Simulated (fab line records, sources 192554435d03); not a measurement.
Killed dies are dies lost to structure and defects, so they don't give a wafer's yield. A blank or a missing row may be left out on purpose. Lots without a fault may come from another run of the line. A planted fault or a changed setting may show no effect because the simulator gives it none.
Problem report in the 8D (eight disciplines) form, filled by code | flow n5_finfet | the parts of the form that need people (team, actions taken, sign-off) are left out
Where a reading is given only as a bound, like >300, the bound stands for it, and a mean or a difference that rests on one is marked > or <: the true number lies beyond.

1. THE PROBLEM
raw_defect_count at N5_DUMMY_GATE_INSPECT_27 reads a mean of 1710 on 4 wafers of 2 lots; wafers without a fault read 292 with a standard deviation of 85. That is +17 standard deviations from the usual mean.
The step: inspects for defects (brightfield).
First seen on wafer L293.4, day 5 02:46, on defect_inspect-01. The record holds 11 wafers of 4 lots with a number at this step. Rule for "out", or "out of limits": more than 4 standard deviations from the usual mean. The other wafers with a number count as sound.

2. WHAT IT IS AND WHAT IT IS NOT
question                    | is                                   | is not
which readings at this step | raw_defect_count                     | -
which lots                  | L293, L294                           | L285, L302
which wafers of those lots  | L293.4, L293.6, L294.3, L294.5       | L293.3, L294.2
read on which gauges        | defect_inspect-01, defect_inspect-02 | -
when                        | from day 5 02:46                     | up to then (3 sound wafers); but 4 sound wafers of L294, L302 came after

3. SUSPECTS, AND WHAT RULES EACH OUT
Counting: a tool at a process step up to the reading stays a suspect if it ran every lot that is out. Sound lots after the first of them don't rule it out here, since some wafers of a struck lot are sound.
- the gauge at N5_DUMMY_GATE_INSPECT_27: ruled out. The wafers that are out were read on 2 gauges (defect_inspect-01, defect_inspect-02).
- rie_diel-02 at N5_DUMMY_GATE_ETCH_42 (etches SiO2 in CHF3/O2, target depth 3.5 nm, time 31 s): kept. It ran every lot that is out, first L293 (day 5 02:32); its last sound lot up to then is L285 (day 2 23:59).
- Within rie_diel-02 at N5_DUMMY_GATE_ETCH_42: the wafers that are out ran in chamber 2; their sound lot-mates ran in chambers 0, 1.
Left after counting: rie_diel-02 at N5_DUMMY_GATE_ETCH_42.

4. THE CAUSE (what the simulator had put in)
Chamber particle source: rie_diel-02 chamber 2, from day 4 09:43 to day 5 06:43, at N5_DUMMY_GATE_ETCH_42. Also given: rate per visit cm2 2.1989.
Counting left only this tool.

5. THE CHAIN OF EFFECTS, in route order
Each row: a reading whose mean over the struck wafers that have a number lies more than 3 standard deviations from the usual. Only readings for which the record gives a usual standard deviation are gone through. hours: the time from each lot's start at the first step in this table that gives one to its start at this step, as a median over the lots. sigmas: the change in usual standard deviations.
hours | step                     | reading             | usual | on struck wafers | change | sigmas
0     | N5_DUMMY_GATE_INSPECT_27 | raw_defect_count    | 292   | 1710             | +1418  | +17
1     | N5_SPACER0_INSPECT_04    | raw_defect_count    | 133   | 1542             | +1409  | +43
1     | N5_SD_EPI_N_INSPECT_11   | raw_defect_count    | 2.1   | >300             | >+298  | +99 or more
5     | N5_SD_EPI_N_INSPECT_26   | raw_defect_count    | 200   | 1626             | +1426  | +31
211   | N5_PASSIVATION_PROBE_49  | killed_at_front_end | 41    | 137              | +96    | +7.4
211   | N5_PASSIVATION_PROBE_49  | killed_dies         | 103   | 192              | +89    | +4.5
211   | N5_PASSIVATION_PROBE_49  | killed_on_rim       | 13    | 32               | +19    | +4.8
The process steps in it:
- N5_PASSIVATION_PROBE_49

6. WHAT WOULD HAVE CAUGHT IT SOONER
In this record the first reading out of limits at a measuring or inspecting step was taken at day 5 02:46, 17 hours after the fault began at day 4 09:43.
Of the tool readings at N5_DUMMY_GATE_ETCH_42 for which the record gives a usual standard deviation, none was out on any struck wafer, so an alarm limit of 4 standard deviations on them would not have fired.
Of the lots that are out (2), L294 began N5_DUMMY_GATE_ETCH_42 on rie_diel-02 after day 5 02:46. A hold on the tool at that time would have spared it.
